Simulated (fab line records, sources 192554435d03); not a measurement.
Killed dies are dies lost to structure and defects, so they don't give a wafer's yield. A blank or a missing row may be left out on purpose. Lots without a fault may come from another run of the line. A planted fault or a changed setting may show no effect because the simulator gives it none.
One fault seen from 3 desks | flow n5_finfet | each desk has only its own numbers; what lay behind them comes last

THE METROLOGY DESK
What the gauges read, lot by lot, whatever tool the lot ran on: means of the sampled wafers that have a number. A lot is out of limits, marked OUT, if its mean lies more than 4 standard deviations from the usual mean; the brackets give that distance.
Columns: A = cd_nm at N5_BEOL_M6_CD_MEAS_28, usual 40.06 nm; B = V5_OVL at N5_BEOL_M6_OVL_MEAS_29, usual -0.5 nm; C = trench_depth_nm at N5_BEOL_M6_OCD_MEAS_38, usual 94.8 nm; D = cd_nm at N5_BEOL_M6_CD_MEAS_35, usual 40.4 nm; E = M6_THK at N5_BEOL_M6_THK_MEAS_53, usual 81.6 nm
lot  | first seen here | A     | B    | C    | D    | E
L901 | day 9 01:48     | 40.08 | -0.3 | 93.8 | 40.2 | 79.4
L903 | day 9 21:52     | 39.54 | 0.4  | 93.9 | 40.3 | 80.8
L913 | day 12 13:31    | 40.06 | -1.3 | 92.7 | 40.2 | 80.3
L919 | day 14 19:26    | 39.97 | -0.8 | 95.1 | 40.7 | 82.8
L923 | day 16 00:07    | 40.22 | 0.1  | 93.2 | 39.7 | 79.1
This desk's finding: nothing out of limits on any of the 5 lots.

THE DEFECT DESK
What the inspections along the route counted, lot by lot: means of the sampled wafers that have a number. A lot is out of limits, marked OUT, if its mean lies more than 4 standard deviations from the usual mean; the brackets give that distance.
Columns: A = raw_defect_count at N5_BEOL_M6_INSPECT_30, usual 405
lot  | first seen here | A
L901 | day 9 01:53     | 455
L903 | day 9 21:57     | 509
L913 | day 12 13:37    | 324
L919 | day 14 19:32    | 496
L923 | day 16 00:12    | 296
This desk's finding: nothing out of limits on any of the 5 lots.

THE TOOL OWNER'S DESK: rie_diel-03
The tool's own readings at N5_BEOL_M6_TRENCH_ETCH_37 (etches SiCOH lowk in C4F6/O2, target depth 94.435 nm, time 31.5 s): means of the sampled wafers that have a number, for each lot that ran on this tool. A lot is out of limits, marked OUT, if its mean lies more than 4 standard deviations from the usual mean; the brackets give that distance.
Columns: A = bias_w at N5_BEOL_M6_TRENCH_ETCH_37, usual 185.1 W; B = drypump_motor_current_A at N5_BEOL_M6_TRENCH_ETCH_37, usual 5.5 A; C = oes_product_au at N5_BEOL_M6_TRENCH_ETCH_37, usual 0.81 a.u.; D = rf_vpp_V at N5_BEOL_M6_TRENCH_ETCH_37, usual 656 V; E = showerhead_plenum_p_Torr at N5_BEOL_M6_TRENCH_ETCH_37, usual 2.85 Torr; F = throttle_valve_pct at N5_BEOL_M6_TRENCH_ETCH_37, usual 20.81 %
lot  | first seen here | A               | B   | C    | D   | E    | F
L903 | day 9 22:21     | 185.5           | 5.8 | 0.74 | 658 | 2.93 | 21.00
L919 | day 14 19:50    | 177.5 (-13) OUT | 5.7 | 0.85 | 628 | 2.89 | 20.77
This desk's finding: out of limits on L919; first on L919, day 14 19:50 (bias_w at N5_BEOL_M6_TRENCH_ETCH_37). In limits: L903.

PUT TOGETHER
The tool owner's desk could have raised an alarm at day 14 19:50, on L919.
The metrology desk saw nothing out of limits.
The defect desk saw nothing out of limits.
The metrology desk has L919 on record, within its limits.
The defect desk has L919 on record, within its limits.
Of the lots named, all ran N5_BEOL_M6_TRENCH_ETCH_37 on rie_diel-03.

WHAT THE SIMULATOR HAD PUT IN
Process parameter drift: rie_diel-03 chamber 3, from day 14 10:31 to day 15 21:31, at N5_BEOL_M6_TRENCH_ETCH_37. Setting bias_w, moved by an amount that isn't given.
Lots struck among those shown: L919.
Hours from the fault's start to each desk's first reading out of limits: the tool owner's desk, 9.
